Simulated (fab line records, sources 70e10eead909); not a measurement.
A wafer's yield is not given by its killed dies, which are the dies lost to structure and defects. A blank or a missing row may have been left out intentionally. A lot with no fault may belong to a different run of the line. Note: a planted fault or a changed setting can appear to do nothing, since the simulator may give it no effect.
Chamber matching / flow nandHarc / 4 sister chambers for NHARC_A_STAIRCASE_ETCH_444 on rieDiel-11
The step etches the open film in C4F8/O2, target depth 20400 nm, time 6800 s. 4 wafers are shown with their chamber, then 7 later ones without.

== EACH WAFER AND ITS CHAMBER ==
wafer=L083.3; chamber=1; rfVppV (V)=804.6
wafer=L081.5; chamber=3; rfVppV (V)=804.8
wafer=L086.1; chamber=0; rfVppV (V)=805.0
wafer=L086.2; chamber=2; rfVppV (V)=804.7

== WAFERS WHOSE CHAMBER IS MISSING ==
wafer=L086.5; rfVppV (V)=806.9
wafer=L088.2; rfVppV (V)=805.5
wafer=L088.3; rfVppV (V)=803.3
wafer=L088.6; rfVppV (V)=804.2
wafer=L096.1; rfVppV (V)=805.4
wafer=L096.2; rfVppV (V)=801.8
wafer=L096.5; rfVppV (V)=805.0

== THE CHAMBER EACH PASSED THROUGH ==
wafer=L086.5; from the rows above=can't be placed: 0 or 3 or 2 or 1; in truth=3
wafer=L088.2; from the rows above=can't be placed: 0 or 3 or 2 or 1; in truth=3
wafer=L088.3; from the rows above=can't be placed: 1 or 2 or 3 or 0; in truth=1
wafer=L088.6; from the rows above=can't be placed: 1 or 2 or 3 or 0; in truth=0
wafer=L096.1; from the rows above=can't be placed: 0 or 3 or 2 or 1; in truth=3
wafer=L096.2; from the rows above=can't be placed: 1 or 2 or 3 or 0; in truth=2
wafer=L096.5; from the rows above=can't be placed: 0 or 3 or 2 or 1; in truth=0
Placed correctly: 0 of 7. Unplaceable from these rows: 7, with the true chamber sitting among the candidates in 7. 0 placed wrongly.
How it was worked out, from the rows above alone: a wafer's distance from a chamber is the root of the sum, over the readings, of the square of ((its reading less the chamber's mean) divided by the reading's scatter). The wafer belongs to the nearest chamber; if the next one is less than 2 further off, it can't be placed. The mean given for a chamber averages the wafers shown for that chamber. The scatter (one wafer shown for each chamber): square how far every hidden wafer sits from the nearest shown wafer, average those squares and take the square root.
